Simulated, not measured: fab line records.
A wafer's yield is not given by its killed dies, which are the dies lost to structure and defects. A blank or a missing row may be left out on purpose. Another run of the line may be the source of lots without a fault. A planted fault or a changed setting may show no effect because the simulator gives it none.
fab line records	flow n5Finfet
record lots=7	wafers=19	lastDay=19
route steps=1938 shown MOL_CONTACT_COAG@569 BEOL_M4@1111 PASSIVATION@1936
lots untouched by any fault: they come from a run of this same line in which no faults occurred
startH: start of the lot's first displayed wafer, in hours after the record's first day	waitH: hours from the lot's prior step to this one	" repeats the value in the row above	L1.1+2: one row covering several wafers at once	- no value, or no start was given	* or withheld: withheld	< > ~ a bound
route shown NAME@n: names a module that has steps shown in the file, with the first one's number in the route	usual: the fault-free wafers' mean and standard deviation	same: alike in all rows	chamber/n: place in a boat	sites: each site's reading	_std_site: standard deviation across them	_edge_site: the outer-site mean with the inner-site mean subtracted	radiusMm: for every site, how far away it sits from the centre of the wafer	mask NAME#n: copy n	behind: tool/chamber where the wafer was last shaped	hold: what put the lot on hold/how long, in hours/how the hold closed	device: the n, p or np transistor that did not switch	end of line: tests run on the same wafers once the route is complete	a step without rows: its recipe alone	killed: not the wafer's yield, but the dies lost to structure and defects at the first sort	map: a wafer's dies, x killed, . not, _ none there
set.NAME: the setting as run; set.NAME@STEP: as run at that earlier step	model.NAME: the simulator's own value behind a step, which no gauge read
certain route steps with their lots: each step a table, each wafer a row
services: a tool's chamber out of use, with start hour (startH, from the record's first day; less than 0 if before it), hours out, and reason
## steps
# step N5_MOL_CONTACT_COAG_SOFTBAKE_79
# recipe tempC=110	timeS=60	resist=CAR-EUV
# step N5_MOL_CONTACT_COAG_EXPOSE_81
# recipe maskId=VG	na=0.33	sourceShape=annular	sigmaInner=0.3	sigmaOuter=0.7	polarization=unpolarized	defocusNm=0	doseMj=59.5
# step N5_MOL_CONTACT_COAG_PEB_82
# recipe pebTempC=100	pebTimeS=60	resist=CAR-EUV
# step N5_MOL_CONTACT_COAG_DEVELOP_83
# recipe developTimeS=30	developer=TMAH	resist=CAR-EUV	rinseLiquid=surfactantRinse	dry=airSpin	devTempC=23
# step N5_MOL_CONTACT_COAG_CD_MEAS_84
# recipe targetCdNm=25.1	landingEnergyEv=500	detector=seInlens	polarity=opening
# usual cdNm=25.11/0.24
lot.wafer	tool	chamber	startH	waitH	cdNm
L746.1	cdSem-01	0	117.91	-	24.76
L746.2	"	0	"	"	25.11
L746.5	"	0	"	"	25.30
L750.4	cdSem-02	0	139.05	-	25.48
L750.5	"	0	"	"	24.72
L752.2	cdSem-01	0	150.60	-	24.82
L752.4	"	0	"	"	25.26
L755.3	cdSem-02	0	170.46	-	25.68
L755.5	"	0	"	"	25.22
L755.6	"	0	"	"	24.87
L760.1	cdSem-02	0	197.02	-	25.26
L760.4	"	0	"	"	24.56
L760.6	"	0	"	"	25.00
L762.1	cdSem-01	0	212.47	-	24.90
L762.2	"	0	"	"	25.34
L762.5	"	0	"	"	24.99
L763.3	cdSem-02	0	216.62	-	24.89
L763.5	"	0	"	"	24.86
L763.6	"	0	"	"	24.73
# step N5_MOL_CONTACT_COAG_OVL_MEAS_85
# recipe pointsPerWafer=522
# usual VG_OVL=-0.1/0.74
lot.wafer	tool	chamber	startH	waitH	VG_OVL[nm]
L746.1	overlay-02	0	117.94	0.0	-1.5
L746.2	"	0	"	"	-0.7
L746.5	"	0	"	"	-1.4
L750.4	overlay-01	0	139.09	0.0	-1.4
L750.5	"	0	"	"	0.8
L752.2	overlay-02	0	150.63	0.0	-0.1
L752.4	"	0	"	"	-0.7
L755.3	overlay-01	0	170.50	0.0	-0.9
L755.5	"	0	"	"	-0.5
L755.6	"	0	"	"	0.2
L760.1	overlay-02	0	197.05	0.0	-0.7
L760.4	"	0	"	"	-0.4
L760.6	"	0	"	"	-0.3
L762.1	overlay-02	0	212.51	0.0	-1.1
L762.2	"	0	"	"	-0.8
L762.5	"	0	"	"	0.2
L763.3	overlay-01	0	216.66	0.0	0.2
L763.5	"	0	"	"	0.7
L763.6	"	0	"	"	1.0
# step N5_MOL_CONTACT_COAG_INSPECT_57
# recipe mode=adi	inspectInstrument=brightfield
# usual rawDefectCount=218/61
lot.wafer	tool	chamber	startH	waitH	rawDefectCount
L746.1	defectInspect-02	-	118.00	0.1	124
L746.2	"	-	"	"	187
L746.5	"	-	"	"	140
L750.4	defectInspect-02	-	139.13	0.0	248
L750.5	"	-	"	"	155
L752.2	defectInspect-01	-	150.69	0.0	214
L752.4	"	-	"	"	161
L755.3	defectInspect-02	-	170.55	0.0	154
L755.5	"	-	"	"	181
L755.6	"	-	"	"	135
L760.1	defectInspect-01	-	197.11	0.1	236
L760.4	"	-	"	"	213
L760.6	"	-	"	"	225
L762.1	defectInspect-02	-	212.57	0.1	270
L762.2	"	-	"	"	350
L762.5	"	-	"	"	255
L763.3	defectInspect-02	-	216.70	0.0	150
L763.5	"	-	"	"	181
L763.6	"	-	"	"	146
# step N5_MOL_CONTACT_COAG_DESCUM_88
# recipe chemistry=O2	timeS=7	sourcePowerW=50	biasPowerW=20	pressureMtorr=20	rfFrequencyHz=2.712e+07	tempC=40	resist=CAR-EUV	o2FlowSccm=225
# usual drypumpMotorCurrentA=6.06/0.21	oesProductAu=0.78/0.082	rfVppV=242.5/1.3	showerheadPlenumPTorr=2.05/0.064	throttleValvePct=20.42/0.26
# same timeS=7
lot.wafer	tool	chamber	startH	waitH	drypumpMotorCurrentA	oesProductAu	rfHoursCounterH	rfVppV	showerheadPlenumPTorr	throttleValvePct
L746.1	rieDiel-02	1	118.03	0.0	6.30	0.67	238	241.0	1.96	20.59
L746.2	"	2	"	"	6.19	0.78	139	242.8	2.01	20.08
L746.5	"	2	"	"	6.17	0.78	-	240.9	2.00	20.10
L750.4	rieDiel-02	0	139.52	0.4	6.27	0.85	39	241.7	2.06	20.38
L750.5	"	0	"	"	6.26	0.86	-	241.9	2.06	20.40
L752.2	rieDiel-03	2	150.72	0.0	6.08	0.78	98	243.2	2.00	20.28
L752.4	"	0	"	"	5.47	0.76	144	242.2	2.08	20.59
L755.3	rieDiel-02	0	170.58	0.0	6.29	0.83	51	243.2	2.05	20.42
L755.5	"	1	"	"	6.32	0.98	-	245.2	2.22	20.08
L755.6	"	2	"	"	6.17	0.77	-	243.9	2.00	20.13
L760.1	rieDiel-03	1	197.14	0.0	5.91	0.72	159	243.6	2.00	20.80
L760.4	"	2	"	"	6.07	0.75	112	242.5	1.99	20.31
L760.6	"	1	"	"	5.93	0.72	-	241.5	2.00	20.80
L762.1	rieDiel-02	3	212.79	0.2	6.15	0.89	35	244.0	2.14	20.07
L762.2	"	1	"	"	6.28	0.91	14	245.5	2.21	20.11
L762.5	"	2	"	"	6.15	0.74	-	241.9	1.99	20.15
L763.3	rieDiel-02	2	216.74	0.0	6.14	0.74	173	241.4	1.99	20.14
L763.5	"	3	"	"	6.11	0.88	-	243.0	2.13	20.07
L763.6	"	2	"	"	6.11	0.73	-	241.1	1.99	20.16
# step N5_MOL_CONTACT_COAG_ETCH_89
# recipe chemistry=N2/H2	target=underlayer	targetDepthA=130	maskMaterial=CAR-EUV	timeS=10.4	ionEnergyEv=200	pressureMtorr=30	sourceW=840	biasW=150	n2FlowSccm=200	h2FlowSccm=200	ends=cleared
# usual drypumpMotorCurrentA=6.07/0.21	etchRfOnTimeS=10.4/0.37	oesProductAu=0.67/0.071	rfVppV=522.4/2.3	showerheadPlenumPTorr=2.49/0.08	throttleValvePct=17.80/0.27
lot.wafer	tool	chamber	startH	waitH	drypumpMotorCurrentA	etchRfOnTimeS	oesProductAu	rfHoursCounterH	rfVppV	showerheadPlenumPTorr	throttleValvePct
L746.1	rieDiel-02	1	118.07	0.0	6.29	10.4	0.58	238	520.4	2.39	18.04
L746.2	"	2	"	"	6.18	10.0	0.67	139	523.3	2.44	17.46
L746.5	"	2	"	"	6.15	10.1	0.67	-	519.7	2.44	17.47
L750.4	rieDiel-02	0	139.55	0.0	6.28	10.8	0.72	39	521.6	2.48	17.70
L750.5	"	0	"	"	6.29	10.8	0.73	-	521.7	2.48	17.68
L752.2	rieDiel-03	2	150.75	0.0	6.06	10.8	0.66	98	523.1	2.44	17.72
L752.4	"	0	"	"	5.46	10.5	0.65	144	523.1	2.52	17.93
L755.3	rieDiel-02	0	170.62	0.0	6.29	11.1	0.70	51	523.1	2.48	17.71
L755.5	"	1	"	"	6.30	9.9	0.85	-	527.4	2.71	17.53
L755.6	"	2	"	"	6.15	10.1	0.65	-	521.3	2.43	17.51
L760.1	rieDiel-03	1	197.17	0.0	5.93	10.8	0.61	159	519.2	2.45	18.37
L760.4	"	2	"	"	6.07	10.7	0.65	112	523.2	2.43	17.75
L760.6	"	1	"	"	5.93	11.0	0.61	-	520.1	2.45	18.36
L762.1	rieDiel-02	3	212.83	0.0	6.11	10.0	0.75	35	525.7	2.61	17.55
L762.2	"	1	"	"	6.30	10.0	0.78	14	528.8	2.70	17.56
L762.5	"	2	"	"	6.18	10.2	0.64	-	522.6	2.43	17.52
L763.3	rieDiel-02	2	216.77	0.0	6.14	10.1	0.64	173	518.5	2.43	17.55
L763.5	"	3	"	"	6.11	10.0	0.77	-	525.4	2.61	17.55
L763.6	"	2	"	"	6.15	10.1	0.65	-	520.0	2.43	17.53
# step N5_MOL_CONTACT_COAG_ETCH_90
# recipe chemistry=CF4	target=SiARC	targetDepthA=130	maskMaterial=CAR-EUV	timeS=21.7	ionEnergyEv=80	pressureMtorr=40	sourceW=545	biasW=36	Ar_flow_sccm=100	cf4FlowSccm=100	ends=cleared
# usual drypumpMotorCurrentA=6.06/0.21	etchRfOnTimeS=21.6/0.71	oesProductAu=0.67/0.072	rfVppV=183.7/1.2	showerheadPlenumPTorr=2.10/0.061	throttleValvePct=15.61/0.25
lot.wafer	tool	chamber	startH	waitH	drypumpMotorCurrentA	etchRfOnTimeS	oesProductAu	rfHoursCounterH	rfVppV	showerheadPlenumPTorr	throttleValvePct
L746.1	rieDiel-02	1	118.09	0.0	6.27	22.1	0.58	238	182.4	2.03	15.88
L746.2	"	2	"	"	6.14	20.8	0.68	139	182.9	2.07	15.47
L746.5	"	2	"	"	6.15	20.7	0.68	-	183.7	2.07	15.45
L750.4	rieDiel-02	0	139.57	0.0	6.29	22.1	0.75	39	185.0	2.10	15.47
L750.5	"	0	"	"	6.27	22.1	0.73	-	185.2	2.10	15.47
L752.2	rieDiel-03	2	150.77	0.0	6.06	22.3	0.66	98	182.1	2.07	15.50
L752.4	"	0	"	"	5.47	21.6	0.65	144	182.9	2.14	15.89
L755.3	rieDiel-02	0	170.64	0.0	6.30	22.2	0.71	51	182.2	2.10	15.48
L755.5	"	1	"	"	6.30	20.6	0.85	-	186.2	2.28	15.37
L755.6	"	2	"	"	6.20	20.5	0.67	-	183.3	2.06	15.51
L760.1	rieDiel-03	1	197.19	0.0	5.95	22.7	0.61	159	183.9	2.05	15.93
L760.4	"	2	"	"	6.07	22.4	0.65	112	182.3	2.06	15.52
L760.6	"	1	"	"	5.93	22.5	0.61	-	181.7	2.05	15.90
L762.1	rieDiel-02	3	212.85	0.0	6.12	20.9	0.76	35	185.2	2.18	15.16
L762.2	"	1	"	"	6.26	21.3	0.78	14	185.6	2.28	15.38
L762.5	"	2	"	"	6.14	21.1	0.64	-	183.4	2.06	15.54
L763.3	rieDiel-02	2	216.79	0.0	6.15	21.1	0.65	173	182.8	2.06	15.53
L763.5	"	3	"	"	6.10	20.7	0.76	-	183.3	2.18	15.18
L763.6	"	2	"	"	6.14	21.0	0.65	-	182.6	2.06	15.54
# step N5_MOL_CONTACT_COAG_ALD_131
# recipe material=SiO2	targetThkA=50	tempC=100	aldPrecursorFamily=BDEAS	aldCoReactant=O2-plasma	pulseTimeS=1	coReactantPulseTimeS=1	purgeTimeS=2	coReactantPurgeTimeS=2	aldCycles=35	pressureTorr=2
# usual chamberPressureTorr=2.000/0.0046	heaterPowerW=76/8	precursorPulseHeightRel=1.004/0.022
# same purgeTimeS=2
lot.wafer	tool	chamber	startH	waitH	chamberPressureTorr	heaterPowerW	precursorPulseHeightRel
L746.1	aldSin-01	2	118.17	0.1	2.003	56	1.008
L746.2	"	1	"	"	2.008	82	1.023
L746.5	"	0	"	"	2.003	75	0.983
L750.4	aldSin-01	3	139.65	0.1	2.000	84	0.973
L750.5	"	2	"	"	2.002	57	0.975
L752.2	aldSin-01	3	150.85	0.1	1.997	82	0.981
L752.4	"	2	"	"	1.999	58	0.983
L755.3	aldSin-04	2	171.02	0.4	2.003	73	1.005
L755.5	"	0	"	"	1.992	77	1.023
L755.6	"	2	"	"	2.005	71	1.008
L760.1	aldSin-01	0	197.66	0.4	1.999	73	1.002
L760.4	"	1	"	"	2.001	84	1.021
L760.6	"	2	"	"	1.999	57	1.000
L762.1	aldSin-04	0	212.99	0.1	1.995	78	0.975
L762.2	"	2	"	"	2.007	72	1.015
L762.5	"	2	"	"	2.010	71	0.960
L763.3	aldSin-01	0	216.87	0.1	2.003	75	0.983
L763.5	"	3	"	"	1.997	87	1.010
L763.6	"	0	"	"	1.992	71	1.044
# step N5_MOL_CONTACT_COAG_ETCHBACK_132
# recipe chemistry=CHF3	target=SiO2	targetDepthA=100	timeS=6.7	ionEnergyEv=200	pressureMtorr=30	sourceW=610	biasW=170	Ar_flow_sccm=200	CHF3_flow_sccm=50
# usual drypumpMotorCurrentA=6.02/0.23	oesProductAu=0.77/0.076	rfVppV=523/11	showerheadPlenumPTorr=2.33/0.067	throttleValvePct=18.75/0.19
# same timeS=6.7
lot.wafer	tool	chamber	startH	waitH	drypumpMotorCurrentA	oesProductAu	rfHoursCounterH	rfVppV	showerheadPlenumPTorr	throttleValvePct
L746.1	rieDiel-02	1	118.41	0.2	6.26	0.69	238	538	2.27	19.06
L746.2	"	2	"	"	6.16	0.80	139	530	2.30	18.53
L746.5	"	1	"	"	6.29	0.69	-	538	2.27	19.06
L750.4	rieDiel-02	2	139.93	0.2	6.13	0.78	148	531	2.30	18.56
L750.5	"	1	"	"	6.27	0.68	-	539	2.27	19.08
L752.2	rieDiel-02	3	151.07	0.1	6.08	0.94	12	526	2.45	18.38
L752.4	"	3	"	"	6.10	0.95	-	526	2.45	18.39
L755.3	rieDiel-02	1	171.20	0.1	6.28	0.98	0	547	2.55	18.60
L755.5	"	1	"	"	6.29	0.98	-	546	2.55	18.59
L755.6	"	2	"	"	6.19	0.77	-	528	2.29	18.57
L760.1	rieDiel-04	3	197.84	0.1	6.16	0.78	103	511	2.30	18.92
L760.4	"	1	"	"	6.04	0.76	158	519	2.28	18.82
L760.6	"	1	"	"	6.05	0.76	-	518	2.28	18.82
L762.1	rieDiel-03	3	213.17	0.1	5.85	0.73	218	539	2.37	18.68
L762.2	"	2	"	"	6.08	0.75	117	514	2.31	18.78
L762.5	"	1	"	"	5.92	0.72	-	524	2.25	18.92
L763.3	rieDiel-03	1	217.05	0.1	5.92	0.71	164	522	2.25	18.93
L763.5	"	2	"	"	6.07	0.75	-	512	2.31	18.78
L763.6	"	3	"	"	5.88	0.72	-	541	2.37	18.68
# step N5_MOL_CONTACT_COAG_ETCH_91
# recipe chemistry=N2/H2	target=SOC	targetDepthA=600	overetchA=210	maskMaterial=SiARC	tempC=40	timeS=101.2	ionEnergyEv=200	pressureMtorr=30	sourceW=840	biasW=150	n2FlowSccm=200	h2FlowSccm=200
# usual drypumpMotorCurrentA=6.03/0.23	oesProductAu=0.65/0.061	rfVppV=522.4/2.1	showerheadPlenumPTorr=2.48/0.071	throttleValvePct=17.79/0.27
# same timeS=101.2
lot.wafer	tool	chamber	startH	waitH	drypumpMotorCurrentA	oesProductAu	rfHoursCounterH	rfVppV	showerheadPlenumPTorr	throttleValvePct	model.SiARC_of_MOL_CONTACT_COAG_COAT_76.thkNm
L746.1	rieDiel-02	1	118.44	0.0	6.30	0.57	238	521.1	2.39	18.01	5.6
L746.2	"	2	"	"	6.19	0.64	139	521.2	2.44	17.44	5.6
L746.5	"	1	"	"	6.28	0.57	-	521.0	2.39	18.02	5.8
L750.4	rieDiel-02	2	139.96	0.0	6.17	0.64	148	521.4	2.44	17.46	5.4
L750.5	"	1	"	"	6.27	0.57	-	517.9	2.39	18.03	6.2
L752.2	rieDiel-02	3	151.11	0.0	6.12	0.76	12	527.0	2.62	17.47	6.2
L752.4	"	3	"	"	6.11	0.77	-	524.5	2.62	17.45	5.4
L755.3	rieDiel-02	1	171.23	0.0	6.31	0.80	0	529.7	2.71	17.49	5.4
L755.5	"	1	"	"	6.31	0.80	-	528.7	2.71	17.53	6
L755.6	"	2	"	"	6.16	0.63	-	521.6	2.43	17.47	5.6
L760.1	rieDiel-04	3	197.88	0.0	6.13	0.65	103	520.0	2.45	18.01	6
L760.4	"	1	"	"	6.06	0.63	158	520.9	2.43	17.95	5.6
L760.6	"	1	"	"	6.06	0.62	-	521.5	2.43	17.96	5.8
L762.1	rieDiel-03	3	213.21	0.0	5.88	0.60	218	523.8	2.50	17.53	5.6
L762.2	"	2	"	"	6.08	0.64	117	520.7	2.43	17.72	6
L762.5	"	1	"	"	5.95	0.61	-	519.5	2.44	18.34	6
L763.3	rieDiel-03	1	217.08	0.0	5.93	0.61	164	520.9	2.44	18.32	6
L763.5	"	2	"	"	6.05	0.64	-	520.8	2.43	17.74	6
L763.6	"	3	"	"	5.85	0.60	-	522.7	2.50	17.54	5.6
# step N5_MOL_CONTACT_COAG_STRIP_92
# recipe chemistry=N2/H2	tempC=40	n2FlowSccm=200	h2FlowSccm=200	rfFrequencyHz=6e+07
# step N5_BEOL_M4_RC_MEAS_101
# usual DIBL_N=36.3/1.9	DIBL_P=36.6/2.4	IOFF_N=0.17/0.037	IOFF_P=0.23/0.04	ION_N=682/14	ION_P=468/8.6	SS_N=71.6/0.67	SS_P=73.4/0.71	VT_N=248/3.3	VT_P=-248.9/2.9
lot.wafer	tool	chamber	startH	waitH	DIBL_N[mV/V]	DIBL_P[mV/V]	IOFF_N[nA/um]	IOFF_P[nA/um]	ION_N[uA/um]	ION_P[uA/um]	SS_N[mV/dec]	SS_P[mV/dec]	VT_N[mV]	VT_P[mV]
L746.1	prober-01	0	199.25	0.0	34.5	35.7	0.16	0.20	669	455	71.2	72.4	249	-250.8
L746.2	"	0	"	"	35.2	37.2	0.18	0.21	688	462	71.9	73.8	247	-250.4
L746.5	"	0	"	"	32.3	34.8	0.13	0.19	677	467	71.4	72.4	249	-247.6
L750.4	prober-01	0	232.47	0.5	36.2	39.4	0.18	0.27	678	467	72.5	74.5	245	-245.6
L750.5	"	0	"	"	36.0	37.7	0.17	0.24	668	461	72.6	74.3	247	-247.4
L752.2	prober-02	0	249.07	0.2	39.3	38.3	0.18	0.23	668	455	71.9	74.2	250	-249.3
L752.4	"	0	"	"	38.1	38.4	0.17	0.23	689	468	71.9	73.4	249	-248.2
L755.3	prober-02	0	278.29	0.3	37.8	37.3	0.18	0.22	675	461	71.8	73.7	247	-251.1
L755.5	"	0	"	"	34.1	33.5	0.12	0.17	673	463	70.6	72.4	251	-252.5
L755.6	"	0	"	"	35.7	35.2	0.13	0.18	678	462	70.7	72.6	252	-250.8
L760.1	prober-02	0	331.91	0.0	37.4	37.1	0.17	0.21	676	461	71.5	72.9	247	-250.8
L760.4	"	0	"	"	37.4	35.6	0.18	0.20	674	461	72.4	72.9	245	-251.6
L760.6	"	0	"	"	35.4	34.7	0.14	0.18	665	455	71.6	72.2	250	-253.6
L763.3	prober-02	0	345.82	0.3	35.8	35.1	0.16	0.23	678	465	71.3	73.2	249	-247.8
L763.5	"	0	"	"	34.2	32.6	0.13	0.19	662	459	71.3	72.6	252	-250.1
L763.6	"	0	"	"	35.7	35.1	0.15	0.23	695	479	70.8	73.6	249	-246.3
L762.1	prober-01	0	351.86	0.0	38.4	36.5	0.20	0.27	710	486	72.1	73.9	243	-245.1
L762.2	"	0	"	"	34.1	31.7	0.11	0.19	653	459	72.2	73.1	255	-246.3
L762.5	"	0	"	"	36.0	34.0	0.15	0.22	692	477	71.7	73.9	249	-246.4
# step N5_PASSIVATION_PROBE_49
# usual defectLimitedYield=91.2/1.5	killed_at_M0_to_M3=35/12	killed_at_M4_up=14/5.1	killedAtContacts=13/6	killedAtFrontEnd=38/12	killedAtOther=4/3.5	killedDies=104/18	killedOpen=68/13	killedShort=33/8.1	sort_bin_5_function=5.2/1	sort_bin_6_memory=3.2/0.69	sortNPass=1076/18	sortYieldPct=91.2/1.5
# same grossDies=1180	killedAtBackSide=0	sort_bin_4_leakage[%]=0	sort_bin_8_speed[%]=0
lot.wafer	tool	chamber	startH	waitH	defectLimitedYield[%]	killed_at_M0_to_M3	killed_at_M4_up	killedAtContacts	killedAtFrontEnd	killedAtOther	killedDies	killedOpen	killedShort	sort_bin_5_function[%]	sort_bin_6_memory[%]	sortNPass	sortYieldPct[%]
L755.6	prober-02	-	386.96	0.3	91.4	45	19	6	32	0	102	72	30	5.1	3.5	1078	91.4
L763.3	prober-02	-	453.31	0.1	91.5	24	19	19	31	7	100	71	29	4.8	3.4	1080	91.5
L763.5	prober-02	-	453.41	0.2	89.9	25	12	25	54	3	119	82	37	5.5	4.3	1061	89.9
L763.6	prober-02	-	453.46	0.3	92.5	22	7	17	39	4	89	57	32	4.6	2.9	1091	92.5
L762.1	prober-02	-	460.70	0.0	91.2	27	15	15	45	2	104	56	47	5.3	3.1	1076	91.2
L762.2	prober-02	-	460.75	0.1	90.0	30	21	7	58	2	118	78	39	5.3	4.2	1062	90.0
L762.5	prober-02	-	460.90	0.2	89.5	29	8	8	78	1	124	73	43	5.4	4.0	1056	89.5
# killed by level:class
L755.6 BEOL_M3:geometricParticle:open=11 BEOL_M5:geometricParticle:open=11 BEOL_M2:geometricParticle:open=8 FIN_SAQP:geometricParticle:short=7 BEOL_M0:geometricParticle:open=7 BEOL_M0_SAQP:geometricParticle:open=7 FIN_SAQP:geometricParticle:open=6 BEOL_M0_SAQP:geometricParticle:short=5
L763.3 MOL_CONTACT_COAG:geometricParticle:open=14 BEOL_M4:geometricParticle:open=10 STI_FIN_REVEAL:geometricParticle:open=9 FIN_SAQP:geometricParticle:open=7 BEOL_M3:geometricParticle:open=7 BEOL_M0_SAQP:geometricParticle:short=6 MOL_CONTACT_COAG:geometricParticle:short=5 BEOL_M1:geometricParticle:open=5
L763.5 MOL_CONTACT_COAG:geometricParticle:open=21 FIN_SAQP:geometricParticle:open=18 FIN_SAQP:geometricParticle:short=7 GATE_CUT:geometricParticle:short=7 STI_FIN_REVEAL:geometricParticle:open=6 BEOL_M0_SAQP:geometricParticle:open=5 BEOL_M4:geometricParticle:open=5 DUMMY_GATE:geometricParticle:open=4
L763.6 MOL_CONTACT_COAG:geometricParticle:open=13 FIN_SAQP:geometricParticle:open=9 BEOL_M0_SAQP:geometricParticle:open=9 FIN_SAQP:geometricParticle:short=7 BEOL_M0_SAQP:geometricParticle:short=5 GATE_CUT:geometricParticle:short=4 MOL_CONTACT_COAG:geometricParticle:short=4 BEOL_M1:geometricParticle:open=4
L762.1 FIN_SAQP:geometricParticle:short=13 MOL_CONTACT_COAG:geometricParticle:open=9 BEOL_M4:geometricParticle:open=7 BEOL_M2:geometricParticle:open=6 DUMMY_GATE:geometricParticle:open=6 MOL_CONTACT_COAG:geometricParticle:short=6 BEOL_M0_SAQP:geometricParticle:short=6 BEOL_M0_SAQP:geometricParticle:open=6
L762.2 FIN_SAQP:geometricParticle:short=20 FIN_SAQP:geometricParticle:open=11 BEOL_M3:geometricParticle:open=11 BEOL_M2:geometricParticle:open=10 STI_FIN_REVEAL:geometricParticle:open=7 GATE_CUT:geometricParticle:open=5 MOL_CONTACT_COAG:geometricParticle:open=5 BEOL_M4:geometricParticle:open=5
L762.5 FIN_SAQP:geometricParticle:short=19 FIN_SAQP:geometricParticle:open=13 STI_FIN_REVEAL:geometricParticle:open=12 BEOL_M0_SAQP:geometricParticle:open=9 MOL_CONTACT_COAG:geometricParticle:open=7 HKMG_FIN:areaEtch=7 BEOL_M0_SAQP:geometricParticle:short=6 BEOL_M2:geometricParticle:open=6
## services
tool	chamber	startH	hours	kind
aldSin-01	0	99.25	-	clean
aldSin-01	1	99.25	-	clean
aldSin-01	2	99.25	-	clean
aldSin-01	3	99.25	-	clean
rieDiel-04	2	100.26	10.0	repair
rieDiel-03	1	100.86	6.7	repair
rieDiel-02	3	102.85	-	clean
rieDiel-02	3	102.85	-	consumableReplace:focusRing
rieDiel-02	3	102.85	13.7	scheduledDown
rieDiel-02	3	102.85	13.7	ventCycle
rieDiel-02	1	151.07	-	clean
rieDiel-02	1	151.07	-	consumableReplace:focusRing
rieDiel-02	1	151.07	-	consumableReplace:showerhead
rieDiel-02	1	151.07	18.1	scheduledDown
rieDiel-02	1	151.07	18.1	ventCycle
aldSin-04	2	161.27	3.6	repair
aldSin-01	-	168.70	6.1	pm
rieDiel-04	1	184.51	1.2	repair
aldSin-04	3	186.24	4.2	repair
aldSin-01	2	211.84	19.9	repair
## key
firstSign none at tools or gauges
modelEffect step=N5_MOL_CONTACT_COAG_ETCH_91	value=SiARC_of_MOL_CONTACT_COAG_COAT_76.thkNm	without=5.533	struck=6.133
metAt N5_MOL_CONTACT_COAG_ETCH_91
struckWafers L750.5,L752.2,L755.5
onsetBetween 118.44 139.96
fault kind=processParameterDrift	tool=rieDiel-02	chamber=-	onsetH=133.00	steps=N5_MOL_CONTACT_COAG_ETCH_91	channel=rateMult	offset=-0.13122	shape=step	endH=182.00	scope=struckWafersOnly
